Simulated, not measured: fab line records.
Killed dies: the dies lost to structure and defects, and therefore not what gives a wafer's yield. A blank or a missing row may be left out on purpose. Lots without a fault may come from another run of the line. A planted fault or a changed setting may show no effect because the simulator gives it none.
Lot-split experiment :: flow n5_finfet :: on a route of 1938 steps: 7 lots, 21 wafers read

== THE SPLIT ITSELF ==
At N5_FIN_SAQP_HM_DEP_03 (deposits SiNx from SiH4/NH3/N2, target thk 38 nm, time 33.6 s), the setting time_s was moved away from the recipe's 33.6 s on 2 of the 21 wafers read, by -7.0% to +14.1%. This setting was run at the recipe's value on the other wafers.

== FROM THE SPLIT TO THE READING: what the file shows between them, 16 steps ==
- N5_FIN_SAQP_THK_MEAS_05
- N5_FIN_SAQP_COAT_10: resist thk 90 nm (also split here: spin_rpm)
- N5_FIN_SAQP_EBR_12
- N5_FIN_SAQP_SOFTBAKE_11: time 60 s
- N5_FIN_SAQP_ETCH_57: etches SiNx in CH3F/O2, target depth 32.5 nm, time 46.4 s
- N5_FIN_SAQP_ETCH_65: etches SiO2 in CF4, target depth 4 nm, time 4.4 s
- N5_FIN_SAQP_MANDREL_ETCH_58: etches a-Si in HBr/Cl2, stops on SiNx, target depth 45 nm, bt time 10 s, time 27 s
- N5_FIN_SAQP_RECESS_63: chemistry HF/NH3, target SiO2, target depth 18 nm, afs cycles 3, sublimation time 60 s
- N5_FIN_SAQP_COAT_68: time 60 s, resist thk 100 nm
- N5_FIN_SAQP_MANDREL2_REMOVE_60: chemistry HBr/Cl2/O2, target a-Si, stops on SiNx, bt time 10 s
- N5_FIN_SAQP_HM_OPEN_33: chemistry CH3F/O2, target SiNx, target depth 49.4 nm, time 70.6 s
- N5_FIN_SAQP_ETCH_34: etches SiO2 in C4F6/O2, target depth 45 nm, time 15 s
- N5_FIN_SAQP_STRIP_77: strips in N2/H2, time 90 s
- N5_FIN_SAQP_ETCH_64: etches SiO2 in CF4, target depth 1.5 nm
- N5_FIN_SAQP_FIN_ETCH_36: etches the open film in HBr/Cl2/O2, target depth 120 nm, time 50.4 s
- N5_FIN_SAQP_PRECLEAN_38: cleans in O3/DIW, time 45 s

== THE READING ==
SiNx_of_FIN_SAQP_HM_DEP_03.thk_nm (the simulator's own value, which no gauge read), in nm, at N5_FIN_SAQP_PRECLEAN_45 (cleans in dHF, time 10 s). The file does not state a usual value for it. The 19 wafers here that ran the recipe average 20.6 nm, standard deviation 0.5 nm.

wafer: L076.4
tool, chamber at the split: pecvd-03, 1
time_s as run, s: 33.6
against the recipe: recipe
SiNx_of_FIN_SAQP_HM_DEP_03.thk_nm, nm: 21.2
against lot-mates on the recipe: -

wafer: L076.5
tool, chamber at the split: pecvd-03, 2
time_s as run, s: 33.6
against the recipe: recipe
SiNx_of_FIN_SAQP_HM_DEP_03.thk_nm, nm: 20.8
against lot-mates on the recipe: -

wafer: L076.6
tool, chamber at the split: pecvd-03, 0
time_s as run, s: 33.6
against the recipe: recipe
SiNx_of_FIN_SAQP_HM_DEP_03.thk_nm, nm: 20.4
against lot-mates on the recipe: -

wafer: L077.1
tool, chamber at the split: pecvd-03, 1
time_s as run, s: 33.6
against the recipe: recipe
SiNx_of_FIN_SAQP_HM_DEP_03.thk_nm, nm: 20.6
against lot-mates on the recipe: -

wafer: L077.2
tool, chamber at the split: pecvd-03, 2
time_s as run, s: 33.6
against the recipe: recipe
SiNx_of_FIN_SAQP_HM_DEP_03.thk_nm, nm: 21
against lot-mates on the recipe: -

wafer: L077.6
tool, chamber at the split: pecvd-03, 2
time_s as run, s: 33.6
against the recipe: recipe
SiNx_of_FIN_SAQP_HM_DEP_03.thk_nm, nm: 21.4
against lot-mates on the recipe: -

wafer: L084.1
tool, chamber at the split: pecvd-02, 1
time_s as run, s: 33.6
against the recipe: recipe
SiNx_of_FIN_SAQP_HM_DEP_03.thk_nm, nm: 20.2
against lot-mates on the recipe: -

wafer: L084.2
tool, chamber at the split: pecvd-02, 0
time_s as run, s: 33.6
against the recipe: recipe
SiNx_of_FIN_SAQP_HM_DEP_03.thk_nm, nm: 21
against lot-mates on the recipe: -

wafer: L084.3
tool, chamber at the split: pecvd-02, 2
time_s as run, s: 33.6
against the recipe: recipe
SiNx_of_FIN_SAQP_HM_DEP_03.thk_nm, nm: 19.6
against lot-mates on the recipe: -

wafer: L085.3
tool, chamber at the split: pecvd-01, 2
time_s as run, s: 33.6
against the recipe: recipe
SiNx_of_FIN_SAQP_HM_DEP_03.thk_nm, nm: 20.2
against lot-mates on the recipe: -

wafer: L085.5
tool, chamber at the split: pecvd-01, 1
time_s as run, s: 33.6
against the recipe: recipe
SiNx_of_FIN_SAQP_HM_DEP_03.thk_nm, nm: 20.6
against lot-mates on the recipe: -

wafer: L085.6
tool, chamber at the split: pecvd-01, 0
time_s as run, s: 33.6
against the recipe: recipe
SiNx_of_FIN_SAQP_HM_DEP_03.thk_nm, nm: 20.4
against lot-mates on the recipe: -

wafer: L090.1
tool, chamber at the split: pecvd-01, 1
time_s as run, s: 33.6
against the recipe: recipe
SiNx_of_FIN_SAQP_HM_DEP_03.thk_nm, nm: 19.8
against lot-mates on the recipe: -

wafer: L090.2
tool, chamber at the split: pecvd-01, 2
time_s as run, s: 33.6
against the recipe: recipe
SiNx_of_FIN_SAQP_HM_DEP_03.thk_nm, nm: 20.6
against lot-mates on the recipe: -

wafer: L090.4
tool, chamber at the split: pecvd-01, 0
time_s as run, s: 31.24
against the recipe: -7.0%
SiNx_of_FIN_SAQP_HM_DEP_03.thk_nm, nm: 18.8
against lot-mates on the recipe: -1.4

wafer: L093.3
tool, chamber at the split: pecvd-03, 0
time_s as run, s: 33.6
against the recipe: recipe
SiNx_of_FIN_SAQP_HM_DEP_03.thk_nm, nm: 20.4
against lot-mates on the recipe: -

wafer: L093.5
tool, chamber at the split: pecvd-03, 2
time_s as run, s: 33.6
against the recipe: recipe
SiNx_of_FIN_SAQP_HM_DEP_03.thk_nm, nm: 21.2
against lot-mates on the recipe: -

wafer: L093.6
tool, chamber at the split: pecvd-03, 0
time_s as run, s: 33.6
against the recipe: recipe
SiNx_of_FIN_SAQP_HM_DEP_03.thk_nm, nm: 20.6
against lot-mates on the recipe: -

wafer: L097.1
tool, chamber at the split: pecvd-03, 1
time_s as run, s: 38.35
against the recipe: +14.1%
SiNx_of_FIN_SAQP_HM_DEP_03.thk_nm, nm: 25.8
against lot-mates on the recipe: +4.7

wafer: L097.2
tool, chamber at the split: pecvd-03, 0
time_s as run, s: 33.6
against the recipe: recipe
SiNx_of_FIN_SAQP_HM_DEP_03.thk_nm, nm: 20.6
against lot-mates on the recipe: -

wafer: L097.5
tool, chamber at the split: pecvd-03, 0
time_s as run, s: 33.6
against the recipe: recipe
SiNx_of_FIN_SAQP_HM_DEP_03.thk_nm, nm: 21.6
against lot-mates on the recipe: -

THE FIT
A straight line over all 21 wafers: SiNx_of_FIN_SAQP_HM_DEP_03.thk_nm changes by +0.343 nm for each +1% of time_s; r = +0.92; the points scatter about the line by 0.52 nm.
The same after taking each lot's own level away (the mean of its wafers on the recipe; 21 wafers): +0.305 nm for each +1%; r = +0.93; scatter 0.43 nm.
According to that fit, moving time_s by its largest amount changes the reading by 4.3 nm.
Measured against the standard deviation above, the lots' own levels, which go from 20.20 to 21.10 nm, span 1.8 times it.
So the slope is not independent of the lot-to-lot level: the two fits are not the same.
Check: +2.82 nm against its lot-mates is what the line predicts for one of the wafers moved furthest among these (+14.1%) when that wafer is left out of the fit. Against them it came out at +4.7 nm.

== ADDITIONAL SPLITS CARRIED BY THESE WAFERS ==
Before the reading, these wafers also passed through other splits. Each is held against what the fit with the lots' levels taken away leaves over:
other split on the same wafers: N5_WELL_APT_COAT_02 spin_rpm
wafers away from the commonest value: 5
r with SiNx_of_FIN_SAQP_HM_DEP_03.thk_nm (lot level and that fit taken away): +0.21

other split on the same wafers: N5_WELL_APT_PEB_06 peb_time_s
wafers away from the commonest value: 6
r with SiNx_of_FIN_SAQP_HM_DEP_03.thk_nm (lot level and that fit taken away): -0.13

other split on the same wafers: N5_FIN_SAQP_COAT_10 spin_rpm
wafers away from the commonest value: 8
r with SiNx_of_FIN_SAQP_HM_DEP_03.thk_nm (lot level and that fit taken away): +0.18

== THE WHOLE CHAIN: every reading that the file lists as answering this split, in the file's order ==
step: N5_FIN_SAQP_HM_DEP_03
what it does: deposits SiNx from SiH4/NH3/N2, target thk 38 nm, time 33.6 s
reading: SiNx_of_FIN_SAQP_HM_DEP_03.thk_nm (the simulator's own value, which no gauge read)
change (the file's fit): +0.341 nm for each +1% of the setting
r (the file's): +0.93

step: N5_FIN_SAQP_THK_MEAS_05
what it does: 
reading: thk_nm
change (the file's fit): withheld for each +1% of the setting
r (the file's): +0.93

step: N5_FIN_SAQP_MANDREL_ETCH_58
what it does: etches a-Si in HBr/Cl2, stops on SiNx, target depth 45 nm, bt time 10 s, time 27 s
reading: SiNx_of_FIN_SAQP_HM_DEP_03.thk_nm (the simulator's own value, which no gauge read)
change (the file's fit): +0.346 nm for each +1% of the setting
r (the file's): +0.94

step: N5_FIN_SAQP_HM_OPEN_33
what it does: chemistry CH3F/O2, target SiNx, target depth 49.4 nm, time 70.6 s
reading: etch_rf_on_time_s
change (the file's fit): withheld for each +1% of the setting
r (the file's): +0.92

step: N5_FIN_SAQP_HM_OPEN_33
what it does: chemistry CH3F/O2, target SiNx, target depth 49.4 nm, time 70.6 s
reading: etch.depth_nm (the simulator's own value, which no gauge read)
change (the file's fit): +0.345 nm for each +1% of the setting
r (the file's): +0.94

step: N5_FIN_SAQP_FIN_ETCH_36
what it does: etches the open film in HBr/Cl2/O2, target depth 120 nm, time 50.4 s
reading: SiNx_of_FIN_SAQP_HM_DEP_03.thk_nm (the simulator's own value, which no gauge read)
change (the file's fit): +0.317 nm for each +1% of the setting
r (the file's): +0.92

step: N5_FIN_SAQP_PRECLEAN_45
what it does: cleans in dHF, time 10 s
reading: SiNx_of_FIN_SAQP_HM_DEP_03.thk_nm (the simulator's own value, which no gauge read)
change (the file's fit): +0.306 nm for each +1% of the setting
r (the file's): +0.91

== THE FILE'S OWN FIT ==
SiNx_of_FIN_SAQP_HM_DEP_03.thk_nm changes by +0.306 nm for each +1% of time_s, r = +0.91.
